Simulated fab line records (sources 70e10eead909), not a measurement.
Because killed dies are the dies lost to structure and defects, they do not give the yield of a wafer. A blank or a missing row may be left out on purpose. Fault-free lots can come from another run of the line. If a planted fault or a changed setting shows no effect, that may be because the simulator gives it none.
fab line records    flow nandHarc
[record] lots = 15  wafers = 45  lastDay = 25
route steps=1159 shown P_M2@341 P_BONDPAD@361
lots with no fault: from the same line, run without faults
startH: start of the lot's first displayed wafer, in hours after the record's first day    waitH: hours elapsed since this lot's preceding step    " as in the row above    L1.1+2: a row that stands for several wafers    - no value, or no start given    * or withheld: withheld    < > ~ a bound
route shown NAME@n: NAME is a module with steps in the file, n the number in the route of the first one    usual: mean/standard deviation of fault-free wafers    same: alike in all rows    chamber/n: place in a boat    sites: the reading at each site    _std_site: standard deviation across them    _edge_site: outer sites' mean less inner sites'    radiusMm: how far each site lies from the wafer's centre    mask NAME#n: copy n    behind: the tool/chamber that last shaped the wafer    hold: why the lot was held/for how many hours/how that ended    device: transistor that didn't switch, given as n, p or np    end of line: at the end of the route, the tests of the same wafers    where a step has no rows: the recipe by itself    killed: count of dies lost to structure and defects at first sort (not the wafer's yield)    map: a wafer's dies, x killed, . not, _ none there
set.NAME: the setting that was run; set.NAME@STEP: the one run at that earlier step    model.NAME: the simulator's own value behind a step, which no gauge read
steps of the route over a sample of lots; a table a step, a row a wafer
services: when a tool's chamber went out of use (startH, in hours from the record's first day, below 0 if earlier), for how many hours, and the reason
[[steps]]
[step NHARC_P_M2_PVD_21]
[recipe] targetThkA = 300  chamberPressurePa = 5  powerW = 5000  substrateTempC = 30  timeS = 20.49  material = Cu
[usual] substrateTempC = 30.00/0.11  throttleValvePct = 29.9/0.75
lot.wafer  tool           chamber  startH  waitH  substrateTempC  throttleValvePct
L195.1     pvdSputter-03  -        -       -      30.08           30.0
L195.5     "              -        "       "      29.91           30.8
L195.6     "              -        "       "      30.03           30.0
L196.3     pvdSputter-01  -        -       -      30.01           30.1
L196.1     "              -        "       "      30.14           30.6
L196.2     "              -        "       "      30.08           28.8
L200.2     pvdSputter-01  -        -       -      30.08           29.2
L200.3     "              -        "       "      30.12           30.5
L200.6     "              -        "       "      29.95           28.8
L202.4     pvdSputter-01  -        -       -      30.23           29.3
L202.3     "              -        "       "      29.93           29.9
L202.6     "              -        "       "      30.13           29.2
L203.2     pvdSputter-01  -        -       -      29.82           29.1
L203.1     "              -        "       "      30.11           30.2
L203.5     "              -        "       "      29.98           29.4
L204.1     pvdSputter-01  -        -       -      30.01           30.2
L204.2     "              -        "       "      30.01           30.5
L204.5     "              -        "       "      30.06           30.4
L205.1     pvdSputter-03  -        -       -      29.81           29.8
L205.6     "              -        "       "      29.96           29.9
L205.5     "              -        "       "      29.91           29.0
L209.4     pvdSputter-01  -        -       -      29.95           29.4
L209.2     "              -        "       "      29.90           30.2
L209.1     "              -        "       "      29.78           30.1
L211.3     pvdSputter-02  -        -       -      30.01           29.2
L211.1     "              -        "       "      30.12           29.3
L211.5     "              -        "       "      29.78           31.3
L213.4     pvdSputter-01  -        -       -      29.93           29.0
L213.1     "              -        "       "      30.15           30.2
L213.3     "              -        "       "      30.06           30.6
L212.4     pvdSputter-02  -        -       -      30.14           29.2
L212.5     "              -        "       "      29.90           29.1
L212.6     "              -        "       "      29.99           29.1
L214.4     pvdSputter-02  -        -       -      30.02           29.5
L214.1     "              -        "       "      30.06           29.4
L214.3     "              -        "       "      29.91           31.4
L216.3     pvdSputter-03  -        -       -      30.01           29.1
L216.6     "              -        "       "      30.01           31.1
L216.5     "              -        "       "      29.93           29.9
L217.2     pvdSputter-02  -        -       -      30.03           29.1
L217.3     "              -        "       "      30.05           31.4
L217.1     "              -        "       "      29.98           28.9
L218.3     pvdSputter-02  -        -       -      30.00           28.9
L218.4     "              -        "       "      30.03           29.5
L218.1     "              -        "       "      30.03           31.2
[step NHARC_P_M2_PRE_CLEAN_32]
[recipe] timeS = 12  tempC = 370  rfPowerW = 300  gas = NH3
[usual] heaterPowerW = 623/63  rfFwdPowerW = 292.5/0.98
lot.wafer  tool      chamber  startH  waitH  heaterPowerW  rfFwdPowerW
L195.1     pecvd-02  1        117.44  0.1    651           292.9
L195.5     "         1        "       "      665           293.8
L195.6     "         2        "       "      661           292.7
L196.2     pecvd-01  0        126.82  0.1    613           293.1
L196.1     "         1        "       "      619           292.9
L196.3     "         2        "       "      560           293.6
L200.2     pecvd-03  0        149.63  0.2    563           291.6
L200.3     "         1        "       "      612           293.5
L200.6     "         0        "       "      544           291.6
L202.3     pecvd-03  0        170.50  0.1    531           291.9
L202.6     "         1        "       "      715           292.7
L202.4     "         2        "       "      612           292.0
L203.1     pecvd-03  0        181.16  0.1    534           293.8
L203.2     "         1        "       "      696           293.2
L203.5     "         2        "       "      666           291.1
L204.2     pecvd-02  0        187.12  0.1    720           293.6
L204.1     "         1        "       "      521           293.1
L204.5     "         0        "       "      721           292.7
L205.1     pecvd-03  0        192.95  0.1    538           293.9
L205.5     "         2        "       "      680           290.6
L205.6     "         1        "       "      639           292.4
L209.2     pecvd-01  2        223.91  0.1    626           292.8
L209.1     "         1        "       "      654           291.2
L209.4     "         1        "       "      660           291.8
L211.3     pecvd-02  2        230.72  0.1    627           293.4
L211.1     "         0        "       "      664           291.5
L211.5     "         0        "       "      674           289.8
L213.3     pecvd-03  0        232.89  0.1    533           292.1
L213.1     "         2        "       "      589           292.3
L213.4     "         2        "       "      597           292.1
L212.4     pecvd-03  0        234.04  0.1    551           292.9
L212.6     "         1        "       "      681           290.9
L212.5     "         2        "       "      587           292.8
L214.1     pecvd-03  0        241.12  0.6    558           292.7
L214.3     "         1        "       "      648           291.6
L214.4     "         0        "       "      557           292.9
L216.3     pecvd-01  1        257.17  0.1    546           292.9
L216.5     "         1        "       "      535           293.6
L216.6     "         0        "       "      595           293.4
L217.1     pecvd-02  0        257.60  0.1    746           293.1
L217.2     "         1        "       "      600           293.0
L217.3     "         2        "       "      618           292.8
L218.1     pecvd-01  1        266.92  0.1    611           292.5
L218.3     "         0        "       "      586           291.7
L218.4     "         2        "       "      619           293.2
[step NHARC_P_M2_DEP_33]
[recipe] targetThkA = 300  tempC = 370  targetThkNm = 30  pressureTorr = 3  flowSccm = 200  rfW = 450  material = SiCN
[usual] heaterPowerW = 562/74  rfFwdPowerW = 449.2/1.2
lot.wafer  tool      chamber  startH  waitH  heaterPowerW  rfFwdPowerW
L195.1     pecvd-02  1        117.55  0.1    525           448.4
L195.5     "         1        "       "      530           449.6
L195.6     "         2        "       "      503           448.2
L196.2     pecvd-01  0        126.90  0.1    584           448.5
L196.1     "         1        "       "      578           451.4
L196.3     "         2        "       "      502           450.9
L200.2     pecvd-03  0        149.74  0.1    497           450.0
L200.3     "         1        "       "      659           449.4
L200.6     "         0        "       "      498           448.8
L202.3     pecvd-03  0        170.64  0.1    467           450.4
L202.6     "         1        "       "      600           450.8
L202.4     "         2        "       "      643           448.5
L203.1     pecvd-03  0        181.27  0.1    491           448.0
L203.2     "         1        "       "      647           450.6
L203.5     "         2        "       "      547           449.5
L204.2     pecvd-02  0        187.20  0.1    720           450.1
L204.1     "         1        "       "      469           447.2
L204.5     "         0        "       "      710           449.8
L205.1     pecvd-03  0        193.06  0.1    511           450.8
L205.5     "         2        "       "      657           448.4
L205.6     "         1        "       "      609           449.0
L209.2     pecvd-01  2        223.99  0.1    489           446.9
L209.1     "         1        "       "      493           448.8
L209.4     "         1        "       "      487           449.0
L211.3     pecvd-02  2        230.80  0.1    502           448.6
L211.1     "         0        "       "      721           448.8
L211.5     "         0        "       "      732           449.0
L213.3     pecvd-03  0        232.97  0.1    481           449.5
L213.1     "         2        "       "      646           448.2
L213.4     "         2        "       "      657           450.1
L212.4     pecvd-03  0        234.21  0.2    427           450.0
L212.6     "         1        "       "      558           450.5
L212.5     "         2        "       "      655           449.1
L214.1     pecvd-03  0        241.20  0.1    443           449.8
L214.3     "         1        "       "      647           449.1
L214.4     "         0        "       "      434           449.2
L216.3     pecvd-01  1        257.37  0.2    587           450.3
L216.5     "         1        "       "      580           449.1
L216.6     "         0        "       "      534           449.5
L217.1     pecvd-02  0        257.68  0.1    590           449.2
L217.2     "         1        "       "      526           449.9
L217.3     "         2        "       "      563           450.0
L218.1     pecvd-01  1        267.00  0.1    562           451.5
L218.3     "         0        "       "      562           448.4
L218.4     "         2        "       "      565           450.7
[step NHARC_P_BONDPAD_EXPOSE_06]
[recipe] na = 0.55  doseMj = 37.06  maskId = P_BPAD
[usual] exposureDoseMJCm2 = 37.3/0.3  focusOffsetNm = 0.0/0.49
lot.wafer  tool           chamber  startH  waitH  mask      exposureDoseMJCm2  focusOffsetNm
L195.1     krfScanner-02  0        118.98  -      P_BPAD#0  37.1               0.5
L195.5     "              0        "       "      P_BPAD#0  37.1               0.5
L195.6     "              0        "       "      P_BPAD#0  37.0               0.7
L196.1     krfScanner-02  0        128.26  -      P_BPAD#0  37.0               0.7
L196.2     "              0        "       "      P_BPAD#0  37.0               0.6
L196.3     "              0        "       "      P_BPAD#0  37.1               0.3
L200.2     krfScanner-02  0        151.19  -      P_BPAD#0  37.1               0.2
L200.3     "              0        "       "      P_BPAD#0  37.1               -0.4
L200.6     "              0        "       "      P_BPAD#0  37.1               0.1
L202.3     krfScanner-02  0        171.92  -      P_BPAD#0  37.0               -0.5
L202.4     "              0        "       "      P_BPAD#0  37.0               0.2
L202.6     "              0        "       "      P_BPAD#0  37.0               -0.1
L203.1     krfScanner-04  -        182.72  -      P_BPAD#0  -                  -
L203.2     "              -        "       "      P_BPAD#0  -                  -
L203.5     "              -        "       "      P_BPAD#0  -                  -
L204.1     krfScanner-03  -        188.68  -      P_BPAD#0  -                  -
L204.2     "              -        "       "      P_BPAD#0  -                  -
L204.5     "              -        "       "      P_BPAD#0  -                  -
L205.1     krfScanner-03  -        194.38  -      P_BPAD#0  -                  -
L205.5     "              -        "       "      P_BPAD#0  -                  -
L205.6     "              -        "       "      P_BPAD#0  -                  -
L209.1     krfScanner-02  0        225.33  -      P_BPAD#0  37.0               -0.2
L209.2     "              0        "       "      P_BPAD#0  37.0               0.0
L209.4     "              0        "       "      P_BPAD#0  37.0               -0.6
L211.1     krfScanner-03  0        232.17  -      P_BPAD#0  37.7               -0.4
L211.3     "              0        "       "      P_BPAD#0  37.7               -1.0
L211.5     "              0        "       "      P_BPAD#0  37.7               0.6
L213.1     krfScanner-02  0        234.46  -      P_BPAD#0  37.0               -0.5
L213.3     "              0        "       "      P_BPAD#0  37.0               -0.3
L213.4     "              0        "       "      P_BPAD#0  37.0               0.2
L212.4     krfScanner-02  0        235.48  -      P_BPAD#0  37.0               0.5
L212.5     "              0        "       "      P_BPAD#0  37.0               0.3
L212.6     "              0        "       "      P_BPAD#0  37.0               -0.5
L214.1     krfScanner-04  0        242.68  -      P_BPAD#0  37.0               -0.6
L214.3     "              0        "       "      P_BPAD#0  37.0               -0.7
L214.4     "              0        "       "      P_BPAD#0  37.0               0.0
L216.3     krfScanner-03  0        258.99  -      P_BPAD#0  37.7               1.0
L216.5     "              0        "       "      P_BPAD#0  37.7               -0.6
L216.6     "              0        "       "      P_BPAD#0  37.7               0.3
L217.1     krfScanner-02  0        259.18  -      P_BPAD#0  37.1               -0.5
L217.2     "              0        "       "      P_BPAD#0  37.1               0.0
L217.3     "              0        "       "      P_BPAD#0  37.0               -0.4
L218.1     krfScanner-03  0        268.48  -      P_BPAD#0  37.7               0.7
L218.3     "              0        "       "      P_BPAD#0  37.6               0.3
L218.4     "              0        "       "      P_BPAD#0  37.7               0.4
[[services]]
tool           chamber  startH  hours  kind
pvdSputter-03  -        102.00  10.0   pm
pecvd-03       -        111.15  13.0   pm
krfScanner-04  -        116.32  0.8    repair
krfScanner-03  -        125.48  2.1    repair
krfScanner-04  -        126.00  4.0    pm
krfScanner-02  -        142.97  2.0    repair
pecvd-02       -        153.52  13.0   pm
krfScanner-02  -        154.02  0.8    repair
pvdSputter-01  -        158.06  10.0   pm
pvdSputter-02  -        167.76  0.7    repair
krfScanner-03  -        168.00  4.0    pm
krfScanner-04  -        171.89  7.4    repair
krfScanner-04  -        194.12  0.3    repair
pecvd-02       1        197.95  8.0    repair
krfScanner-02  -        210.00  4.0    pm
pvdSputter-01  -        210.20  3.8    repair
pvdSputter-02  -        214.00  10.0   pm
pvdSputter-01  -        219.12  1.2    repair
pecvd-02       -        232.55  0.5    repair
pecvd-01       -        237.04  13.0   pm
pvdSputter-01  -        237.14  38.6   repair
pecvd-02       -        238.09  0.9    repair
pecvd-02       -        246.98  1.1    repair
krfScanner-02  -        259.66  4.6    repair
[[key]]
[firstSign] step = NHARC_P_BONDPAD_EXPOSE_06  reading = toolRecord  direction = missing
effect none on later readings
metAt NHARC_P_BONDPAD_EXPOSE_06
struckLots L203,L204,L205
laterRowsLeftOut L203.1,L203.2,L203.5,L204.1,L204.2,L204.5,L205.1,L205.5,L205.6
sortLeftOut L203.1,L203.2,L203.5,L204.1,L204.2,L204.5,L205.1,L205.5,L205.6
notActingAt NHARC_P_M2_PVD_21,NHARC_P_M2_PRE_CLEAN_32,NHARC_P_M2_DEP_33
[fault] kind = skippedStepWhole  tool = krfScanner-03,krfScanner-04  chamber = -  onsetH = 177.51  steps = NHARC_P_BONDPAD_EXPOSE_06  scope = struckLotsOnly
// sortLeftOut: the simulated sort isn't trusted on such a fault, so these wafers' sort isn't shown, and their yield isn't known
// laterRowsLeftOut: the simulator's readings of these wafers behind a module that went badly wrong aren't trusted and aren't shown, but for the sort
